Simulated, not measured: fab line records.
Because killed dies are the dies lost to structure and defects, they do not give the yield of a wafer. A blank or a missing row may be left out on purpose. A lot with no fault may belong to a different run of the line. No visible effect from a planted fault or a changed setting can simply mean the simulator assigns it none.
Matching of chambers :: flow nand_harc :: NHARC_P_GATE_DEP_103 on pecvd-01 has 3 sister chambers
The step deposits SiON, target thk 30 nm. 6 wafers are shown with their chamber, then 12 later ones without.

== WAFERS, EACH WITH ITS CHAMBER ==
wafer: L081.4
chamber: 0
heater_power_w (W): 867

wafer: L083.3
chamber: 2
heater_power_w (W): 856

wafer: L083.4
chamber: 1
heater_power_w (W): 1077

wafer: L084.3
chamber: 1
heater_power_w (W): 920

wafer: L084.5
chamber: 0
heater_power_w (W): 841

wafer: L084.6
chamber: 2
heater_power_w (W): 805

== WAFERS WITH NO CHAMBER GIVEN ==
wafer: L086.1
heater_power_w (W): 988

wafer: L086.5
heater_power_w (W): 889

wafer: L086.6
heater_power_w (W): 738

wafer: L089.3
heater_power_w (W): 842

wafer: L089.5
heater_power_w (W): 944

wafer: L089.6
heater_power_w (W): 837

wafer: L088.4
heater_power_w (W): 888

wafer: L088.5
heater_power_w (W): 871

wafer: L088.6
heater_power_w (W): 983

wafer: L092.3
heater_power_w (W): 1011

wafer: L092.5
heater_power_w (W): 1017

wafer: L092.6
heater_power_w (W): 819

== CHAMBER TAKEN BY EACH ==
wafer: L086.1
from the rows above: can't be placed: 1 or 0
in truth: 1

wafer: L086.5
from the rows above: can't be placed: 0 or 2 or 1
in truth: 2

wafer: L086.6
from the rows above: can't be placed: 2 or 0
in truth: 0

wafer: L089.3
from the rows above: can't be placed: 2 or 0
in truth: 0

wafer: L089.5
from the rows above: can't be placed: 1 or 0 or 2
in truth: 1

wafer: L089.6
from the rows above: can't be placed: 2 or 0
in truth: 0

wafer: L088.4
from the rows above: can't be placed: 0 or 2 or 1
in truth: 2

wafer: L088.5
from the rows above: can't be placed: 0 or 2 or 1
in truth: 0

wafer: L088.6
from the rows above: can't be placed: 1 or 0
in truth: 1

wafer: L092.3
from the rows above: 1
in truth: 1

wafer: L092.5
from the rows above: 1
in truth: 1

wafer: L092.6
from the rows above: can't be placed: 2 or 0
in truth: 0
2 of 12 placed correctly. Unplaceable from these rows: 10, with the true chamber sitting among the candidates in 10. Number placed wrongly: 0.
How it was worked out, from the rows above alone: a wafer's distance from a chamber is the root of the sum, over the readings, of the square of ((its reading less the chamber's mean) divided by the reading's scatter). If the next closest chamber is less than 2 further off than the closest, the wafer can't be placed; otherwise it belongs to the closest. For every chamber, the mean is computed from those of its wafers that are shown. The scatter: the root of (the sum of the squares of (reading less its chamber's mean) over the shown wafers, divided by (wafers less chambers)).
